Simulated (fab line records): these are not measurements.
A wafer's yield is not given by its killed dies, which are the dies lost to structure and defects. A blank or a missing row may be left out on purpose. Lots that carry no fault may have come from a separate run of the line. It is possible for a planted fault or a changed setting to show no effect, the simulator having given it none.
fab line records ; flow n5Finfet
[record] lots = 7; wafers = 39
route steps=1938 shown BEOL_M12@1637 BEOL_M13@1659
startH: hours from the record's first day to the start of the lot's first wafer shown ; waitH: how many hours have passed since the lot's step before this one ; " the same as in the row above ; L1.1+2: a row that stands for several wafers ; - no value, or no start given ; * or withheld: withheld ; < > ~ a bound
route shown NAME@n: a module of which the file shows steps, and the number in the route of the first ; usual: the fault-free wafers' mean and standard deviation ; same: alike in all rows ; chamber/n: place in a boat ; sites: readings site by site ; _std_site: the values' standard deviation ; _edge_site: outer sites' mean less inner sites' ; radiusMm: how far each site lies from the wafer's centre ; mask NAME#n: copy n ; behind: tool/chamber where the wafer was last shaped ; hold: why the lot was held/for how many hours/how that ended ; device: whichever transistor did not switch (one of n, p or np) ; end of line: at the end of the route, the tests of the same wafers ; a step with no rows: only its recipe ; killed: at the first sort, the dies lost to defects and structure; wafer yield is something else ; map: a wafer's dies, x killed, . not, _ none there
set.NAME: setting as actually run; set.NAME@STEP: the setting as run at that earlier step ; model.NAME: the simulator's own value behind a step, which no gauge read
lots with deliberately changed settings; one table per step, one row per wafer
[[steps]]
[step N5_BEOL_M12_ETCH_68]
[recipe] chemistry = N2/H2; target = SOC; maskMaterial = SiARC; sourceW = 3000; biasW = 350; tempC = 40; timeS = 285; ionEnergyEv = 200; pressureMtorr = 30; n2FlowSccm = 200; h2FlowSccm = 200
lot.wafer;tool;chamber;startH;waitH;set.targetDepthA;model.SiARC_of_BEOL_M12_COAT_66.thkNm
L075.1;rieDiel-03;3;253.54;0.1;5700;86.4
L075.2;rieDiel-03;2;253.54;0.1;5700;86.2
L075.3;rieDiel-03;0;253.54;0.1;7355;78
L075.4;rieDiel-03;1;253.54;0.1;5700;85.4
L075.5;rieDiel-03;0;253.54;0.1;7355;78.4
L075.6;rieDiel-03;3;253.54;0.1;7355;79.4
L076.1+5;rieDiel-05;0;261.83;0.1;5700;86.2
L076.2;rieDiel-05;2;261.83;0.1;7812;77
L076.3;rieDiel-05;1;261.83;0.1;7812;76.4
L076.4;rieDiel-05;2;261.83;0.1;5700;86
L076.6;rieDiel-05;1;261.83;0.1;7812;76.8
L080.1;rieDiel-05;1;281.82;0.1;5700;85.8
L080.2;rieDiel-05;0;281.82;0.1;2529;99.6
L080.3+6;rieDiel-05;2;281.82;0.1;5700;86
L080.4;rieDiel-05;3;281.82;0.1;2529;99.2
L080.5;rieDiel-05;1;281.82;0.1;2529;99.4
L078.1;rieDiel-01;1;320.93;0.1;5700;86.2
L078.2;rieDiel-01;2;320.93;0.1;8228;76.4
L078.3+6;rieDiel-01;3,1;320.93;0.1;8228;75.4
L078.4+5;rieDiel-01;0,2;320.93;0.1;5700;86.4
L084.1;rieDiel-01;0;331.67;0.1;7476;78.8
L084.2+3;rieDiel-01;1,3;331.67;0.1;5700;86.2
L084.4;rieDiel-01;2;331.67;0.1;5700;86.4
L084.5;rieDiel-01;1;331.67;0.1;7476;79
L084.6;rieDiel-01;2;331.67;0.1;7476;79.2
L094.1+3;rieDiel-05;3,2;376.84;0.1;5700;85.6
L094.5;rieDiel-05;1;376.84;0.1;5700;85.8
L092.1;rieDiel-05;0;378.62;0.1;5700;86.4
L092.2+3;rieDiel-05;1,3;378.62;0.1;5700;85.6
L092.4+6;rieDiel-05;2;378.62;0.1;5700;85.8
L092.5;rieDiel-05;1;378.62;0.1;5700;85.4
[step N5_BEOL_M13_ILD_DEP_00]
[recipe] material = SiOC; targetThkA = 8379.2; tempC = 350; precursor = DEMS/O2; pressureTorr = 5; rfW = 500; timeS = 166.4
lot.wafer;tool;chamber;startH;waitH;set.targetThkA;model.SiOC_of_BEOL_M13_ILD_DEP_00.thkNm
L075.1;pecvd-04;1;257.47;0.0;8379.2;826.6
L075.2;pecvd-04;0;257.47;0.0;8379.2;824.2
L075.3;pecvd-04;2;257.47;0.0;8379.2;830.6
L075.4;pecvd-04;0;257.47;0.0;8379.2;847
L075.5;pecvd-04;1;257.47;0.0;8379.2;840.6
L075.6;pecvd-04;2;257.47;0.0;8379.2;836.8
L076.1;pecvd-02;1;264.42;0.0;8379.2;838
L076.2;pecvd-02;0;264.42;0.0;8379.2;832.4
L076.3;pecvd-02;2;264.42;0.0;8379.2;845.4
L076.4;pecvd-02;2;264.42;0.0;8379.2;861.4
L076.5;pecvd-02;1;264.42;0.0;8379.2;852.4
L076.6;pecvd-02;0;264.42;0.0;8379.2;847.4
L080.1;pecvd-04;0;285.07;0.0;11310;1126
L080.2;pecvd-04;2;285.07;0.0;11310;1129
L080.3;pecvd-04;1;285.07;0.0;8379.2;827.6
L080.4;pecvd-04;2;285.07;0.0;8379.2;857.6
L080.5;pecvd-04;0;285.07;0.0;11310;1146
L080.6;pecvd-04;1;285.07;0.0;8379.2;851.8
L078.1;pecvd-04;1;322.97;0.0;8379.2;824.8
L078.2;pecvd-04;0;322.97;0.0;5124;499.6
L078.3;pecvd-04;2;322.97;0.0;5124;505.4
L078.4;pecvd-04;1;322.97;0.0;8379.2;843.6
L078.5;pecvd-04;2;322.97;0.0;5124;516.4
L078.6;pecvd-04;0;322.97;0.0;8379.2;837.6
L084.1;pecvd-02;2;335.12;0.0;8379.2;834.8
L084.2;pecvd-02;0;335.12;0.0;8379.2;828.6
L084.3;pecvd-02;0;335.12;0.0;8379.2;833.8
L084.4;pecvd-02;2;335.12;0.0;8379.2;837
L084.5+6;pecvd-02;0,2;335.12;0.0;8379.2;834.2
L094.1;pecvd-02;2;380.24;0.0;8379.2;818.6
L094.3;pecvd-02;1;380.24;0.0;8379.2;821
L094.5;pecvd-02;0;380.24;0.0;8379.2;840.6
L092.1;pecvd-03;2;382.66;0.0;6032;597.8
L092.2;pecvd-03;0;382.66;0.0;6032;605
L092.3;pecvd-03;1;382.66;0.0;8379.2;833.6
L092.4;pecvd-03;2;382.66;0.0;8379.2;851.4
L092.5;pecvd-03;0;382.66;0.0;6032;615.4
L092.6;pecvd-03;1;382.66;0.0;8379.2;852.8
[step N5_BEOL_M13_THK_MEAS_01]
[recipe] reads = SiOC_of_BEOL_M13_ILD_DEP_00
[usual] M13_ILD_THK = 837/10
lot.wafer;tool;chamber;startH;waitH;set.targetThkA@BEOL_M13_ILD_DEP_00;M13_ILD_THK[nm]
L075.1;filmMetro-02;-;257.62;0.1;8379.2;827
L075.2;filmMetro-02;-;257.62;0.1;8379.2;824
L075.3;filmMetro-02;-;257.62;0.1;8379.2;831
L075.4;filmMetro-02;-;257.62;0.1;8379.2;848
L075.5;filmMetro-02;-;257.62;0.1;8379.2;840
L075.6;filmMetro-02;-;257.62;0.1;8379.2;837
L076.1;filmMetro-02;-;264.57;0.1;8379.2;838
L076.2;filmMetro-02;-;264.57;0.1;8379.2;833
L076.3;filmMetro-02;-;264.57;0.1;8379.2;845
L076.4;filmMetro-02;-;264.57;0.1;8379.2;862
L076.5;filmMetro-02;-;264.57;0.1;8379.2;853
L076.6;filmMetro-02;-;264.57;0.1;8379.2;847
L080.1;filmMetro-01;-;285.22;0.1;11310;1126
L080.2;filmMetro-01;-;285.22;0.1;11310;1129
L080.3;filmMetro-01;-;285.22;0.1;8379.2;828
L080.4;filmMetro-01;-;285.22;0.1;8379.2;857
L080.5;filmMetro-01;-;285.22;0.1;11310;1146
L080.6;filmMetro-01;-;285.22;0.1;8379.2;852
L078.1;filmMetro-02;-;323.12;0.1;8379.2;825
L078.2;filmMetro-02;-;323.12;0.1;5124;500
L078.3;filmMetro-02;-;323.12;0.1;5124;505
L078.4;filmMetro-02;-;323.12;0.1;8379.2;843
L078.5;filmMetro-02;-;323.12;0.1;5124;516
L078.6;filmMetro-02;-;323.12;0.1;8379.2;837
L084.1;filmMetro-01;-;335.33;0.2;8379.2;835
L084.2;filmMetro-01;-;335.33;0.2;8379.2;829
L084.3;filmMetro-01;-;335.33;0.2;8379.2;833
L084.4;filmMetro-01;-;335.33;0.2;8379.2;837
L084.5;filmMetro-01;-;335.33;0.2;8379.2;834
L084.6;filmMetro-01;-;335.33;0.2;8379.2;834
L094.1;filmMetro-01;-;380.39;0.1;8379.2;819
L094.3;filmMetro-01;-;380.39;0.1;8379.2;821
L094.5;filmMetro-01;-;380.39;0.1;8379.2;841
L092.1;filmMetro-02;-;382.82;0.1;6032;598
L092.2;filmMetro-02;-;382.82;0.1;6032;605
L092.3;filmMetro-02;-;382.82;0.1;8379.2;833
L092.4;filmMetro-02;-;382.82;0.1;8379.2;851
L092.5;filmMetro-02;-;382.82;0.1;6032;616
L092.6;filmMetro-02;-;382.82;0.1;8379.2;853
[step N5_BEOL_M13_COAT_58]
[recipe] resist = BARC; tempC = 205; timeS = 60; spinRpm = 1500; resistThkNm = 89
[step N5_BEOL_M13_COAT_04]
[recipe] spinRpm = 1625; resistThkNm = 400
[step N5_BEOL_M13_DESCUM_15]
[recipe] chemistry = O2; timeS = 7.9; sourcePowerW = 50; biasPowerW = 20; pressureMtorr = 20; rfFrequencyHz = 2.712e+07; tempC = 40; o2FlowSccm = 225
[step N5_BEOL_M13_ETCH_59]
[recipe] chemistry = N2/H2; target = BARC; targetDepthA = 890; overetchA = 267; timeS = 67.9; ionEnergyEv = 200; pressureMtorr = 30; sourceW = 840; biasW = 150; n2FlowSccm = 200; h2FlowSccm = 200
[step N5_BEOL_M13_VIA_ETCH_16]
[recipe] chemistry = C4F8/O2/Ar; target = SiOC; pressureMtorr = 30; sourceW = 3000; biasW = 700; Ar_flow_sccm = 400; C4F8_flow_sccm = 15; O2_flow_sccm = 8; heInnerTorr = 15; heOuterTorr = 30; targetDepthA = 9217; timeS = withheld; ionEnergyEv = 250; ends = cleared
lot.wafer;tool;chamber;startH;waitH;set.targetThkA@BEOL_M13_ILD_DEP_00;model.etch.depthNm;model.coat_of_BEOL_M13_COAT_04.thkNm
L075.1;rieDiel-06;2;258.23;0.0;8379.2;826.5;74.8
L075.2;rieDiel-06;0;258.23;0.0;8379.2;824.2;76.8
L075.3;rieDiel-06;1;258.23;0.0;8379.2;830.7;73.4
L075.4;rieDiel-06;1;258.23;0.0;8379.2;847.1;68.8
L075.5;rieDiel-06;2;258.23;0.0;8379.2;840.6;70.2
L075.6;rieDiel-06;0;258.23;0.0;8379.2;836.7;74
L076.1;rieDiel-02;1;265.04;0.0;8379.2;838.1;69.2
L076.2;rieDiel-02;2;265.04;0.0;8379.2;832.4;74
L076.3;rieDiel-02;0;265.04;0.0;8379.2;845.4;67
L076.4;rieDiel-02;3;265.04;0.0;8379.2;861.5;67.2
L076.5;rieDiel-02;2;265.04;0.0;8379.2;852.4;67.2
L076.6;rieDiel-02;1;265.04;0.0;8379.2;847.3;67.2
L080.1;rieDiel-02;3;285.70;0.0;11310;1126;0
L080.2;rieDiel-02;2;285.70;0.0;11310;1129;0
L080.3;rieDiel-02;1;285.70;0.0;8379.2;827.6;69
L080.4;rieDiel-02;0;285.70;0.0;8379.2;857.5;62
L080.5;rieDiel-02;1;285.70;0.0;11310;1146;0
L080.6;rieDiel-02;2;285.70;0.0;8379.2;851.8;65.8
L078.1;rieDiel-02;3;323.75;0.0;8379.2;824.8;76.8
L078.2;rieDiel-02;2;323.75;0.0;5124;499.6;172.8
L078.3;rieDiel-02;0;323.75;0.0;5124;505.3;169.8
L078.4;rieDiel-02;1;323.75;0.0;8379.2;843.6;68.6
L078.5;rieDiel-02;0;323.75;0.0;5124;516.4;165.4
L078.6;rieDiel-02;3;323.75;0.0;8379.2;837.5;73.8
L084.1;rieDiel-04;1;335.81;0.0;8379.2;834.8;69.8
L084.2;rieDiel-04;2;335.81;0.0;8379.2;828.6;71.6
L084.3;rieDiel-04;0;335.81;0.0;8379.2;833.9;70.2
L084.4;rieDiel-04;3;335.81;0.0;8379.2;837;70.6
L084.5;rieDiel-04;3;335.81;0.0;8379.2;834.3;70.8
L084.6;rieDiel-04;0;335.81;0.0;8379.2;834.2;68.6
L094.1;rieDiel-06;2;380.87;0.0;8379.2;818.7;76.8
L094.3;rieDiel-06;0;380.87;0.0;8379.2;820.9;77
L094.5;rieDiel-06;0;380.87;0.0;8379.2;840.7;70.4
L092.1;rieDiel-04;1;383.85;0.0;6032;597.8;140.2
L092.2;rieDiel-04;2;383.85;0.0;6032;605;136.8
L092.3;rieDiel-04;3;383.85;0.0;8379.2;833.6;71
L092.4;rieDiel-04;0;383.85;0.0;8379.2;851.3;65
L092.5;rieDiel-04;1;383.85;0.0;6032;615.5;134.2
L092.6;rieDiel-04;2;383.85;0.0;8379.2;852.8;63.8
[step N5_BEOL_M13_STRIP_63]
[recipe] chemistry = N2/H2; powerW = 1000; tempC = 250; h2Frac = 0.65; overashFraction = 0.3; pressureMtorr = 1000; n2FlowSccm = 1750; h2FlowSccm = 3250
[usual] stripTimeToEndpointS = 27.8/1
lot.wafer;tool;chamber;startH;waitH;set.targetThkA@BEOL_M13_ILD_DEP_00;stripTimeToEndpointS
L075.1;plasmaAsher-02;0;258.46;-;8379.2;29.1
L075.2;plasmaAsher-02;1;258.46;-;8379.2;29.6
L075.3;plasmaAsher-02;1;258.46;-;8379.2;28.7
L075.4;plasmaAsher-02;0;258.46;-;8379.2;27.3
L075.5;plasmaAsher-02;1;258.46;-;8379.2;27.7
L075.6;plasmaAsher-02;0;258.46;-;8379.2;28.9
L076.1;plasmaAsher-02;0;265.28;-;8379.2;27.4
L076.2;plasmaAsher-02;1;265.28;-;8379.2;28.8
L076.3;plasmaAsher-02;1;265.28;-;8379.2;26.8
L076.4;plasmaAsher-02;0;265.28;-;8379.2;26.8
L076.5;plasmaAsher-02;0;265.28;-;8379.2;26.8
L076.6;plasmaAsher-02;1;265.28;-;8379.2;26.8
L080.1;plasmaAsher-02;1;285.93;-;11310;0.0
L080.2;plasmaAsher-02;0;285.93;-;11310;0.0
L080.3;plasmaAsher-02;1;285.93;-;8379.2;27.4
L080.4;plasmaAsher-02;0;285.93;-;8379.2;25.3
L080.5;plasmaAsher-02;1;285.93;-;11310;0.0
L080.6;plasmaAsher-02;0;285.93;-;8379.2;26.5
L078.1;plasmaAsher-01;0;323.98;-;8379.2;29.6
L078.2;plasmaAsher-01;1;323.98;-;5124;55.6
L078.3;plasmaAsher-01;0;323.98;-;5124;54.8
L078.4;plasmaAsher-01;1;323.98;-;8379.2;27.2
L078.5;plasmaAsher-01;1;323.98;-;5124;53.7
L078.6;plasmaAsher-01;0;323.98;-;8379.2;28.8
L084.1;plasmaAsher-02;0;336.05;-;8379.2;27.6
L084.2;plasmaAsher-02;1;336.05;-;8379.2;28.2
L084.3;plasmaAsher-02;1;336.05;-;8379.2;27.7
L084.4;plasmaAsher-02;0;336.05;-;8379.2;27.9
L084.5;plasmaAsher-02;0;336.05;-;8379.2;27.9
L084.6;plasmaAsher-02;1;336.05;-;8379.2;27.2
L094.1;plasmaAsher-02;1;381.10;-;8379.2;29.6
L094.3;plasmaAsher-02;0;381.10;-;8379.2;29.7
L094.5;plasmaAsher-02;1;381.10;-;8379.2;27.8
L092.1;plasmaAsher-02;1;384.09;-;6032;47.1
L092.2;plasmaAsher-02;0;384.09;-;6032;46.2
L092.3;plasmaAsher-02;1;384.09;-;8379.2;28.0
L092.4;plasmaAsher-02;0;384.09;-;8379.2;26.2
L092.5;plasmaAsher-02;1;384.09;-;6032;45.5
L092.6;plasmaAsher-02;0;384.09;-;8379.2;25.8
[[key]]
[split] step = N5_BEOL_M12_ETCH_68; setting = targetDepthA; stated = 5700; by = wafer
[response] step = N5_BEOL_M12_ETCH_68; reading = model.SiARC_of_BEOL_M12_COAT_66.thkNm; change = -0.244; per = 1%; r = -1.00
[split] step = N5_BEOL_M13_ILD_DEP_00; setting = targetThkA; stated = 8379.2; by = wafer
[response] step = N5_BEOL_M13_ILD_DEP_00; reading = model.SiOC_of_BEOL_M13_ILD_DEP_00.thkNm; change = +8.4; per = 1%; r = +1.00
[response] step = N5_BEOL_M13_THK_MEAS_01; reading = M13_ILD_THK; change = +8.39; per = 1%; r = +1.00
[response] step = N5_BEOL_M13_VIA_ETCH_16; reading = model.etch.depthNm; change = +8.4; per = 1%; r = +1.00
[response] step = N5_BEOL_M13_VIA_ETCH_16; reading = model.coat_of_BEOL_M13_COAT_04.thkNm; change = -2.28; per = 1%; r = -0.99
[response] step = N5_BEOL_M13_STRIP_63; reading = stripTimeToEndpointS; shape = bent; atLowest = *; atStated = *; atHighest = *
